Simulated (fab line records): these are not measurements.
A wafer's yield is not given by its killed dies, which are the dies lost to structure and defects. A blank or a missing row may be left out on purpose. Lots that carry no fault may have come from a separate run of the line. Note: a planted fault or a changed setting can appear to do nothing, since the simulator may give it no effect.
Matching of chambers -- flow n5_finfet -- ald_metal-02 running N5_HKMG_FIN_PWFM_ALD_03: 4 sister chambers
The step deposits TiN, target thk 2 nm, pulse time 1 s, purge time 3 s. 18 wafers are shown with their chamber, then 9 later ones without.

== WAFERS, EACH WITH ITS CHAMBER ==
wafer,chamber,heater_power_w (W),precursor_pulse_height_rel
L074.2,2,966,0.972
L074.4,0,796,0.995
L074.5,3,730,0.983
L075.3,2,958,1.017
L075.5,3,741,1.019
L075.6,0,804,0.985
L077.2,3,719,0.990
L077.4,2,956,0.970
L077.6,3,700,1.005
L078.3,0,808,1.020
L078.4,1,766,1.025
L078.6,1,769,0.989
L079.2,3,706,0.992
L079.3,1,752,1.025
L079.4,0,827,1.028
L081.1,2,931,0.977
L081.4,0,822,0.991
L081.6,0,830,0.972

SIGNATURES (averages over the wafers above)
reading,chamber 0,chamber 1,chamber 2,chamber 3,scatter within a chamber
heater_power_w,814.50,762.33,952.75,719.20,14.5
precursor_pulse_height_rel,0.99850,1.01300,0.98400,0.99780,0.0197
Rule: a wafer's distance from a chamber is the root of the sum, over the readings, of the square of ((its reading less the chamber's mean) divided by the reading's scatter). The wafer belongs to the nearest chamber; if the next one is less than 2 further off, it can't be placed. The scatter: take each reading less its chamber's mean, square it, sum over the shown wafers, divide by the number of wafers less the number of chambers, and take the root.

== WAFERS MISSING THEIR CHAMBER ==
wafer,heater_power_w (W),precursor_pulse_height_rel
L083.3,947,1.000
L083.4,716,0.991
L083.5,941,0.995
L087.1,755,1.003
L087.5,756,0.991
L087.6,819,0.968
L093.1,822,0.994
L093.2,930,0.988
L093.5,723,0.978

== WHICH CHAMBER EACH WENT THROUGH ==
wafer,from the rows above,in truth
L083.3,2,2
L083.4,3,3
L083.5,2,2
L087.1,can't be placed: 1 or 3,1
L087.5,can't be placed: 1 or 3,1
L087.6,0,0
L093.1,0,0
L093.2,2,2
L093.5,3,3
Correctly placed: 7 of 9. Unplaceable from these rows: 2, with the true chamber sitting among the candidates in 2. 0 placed wrongly.
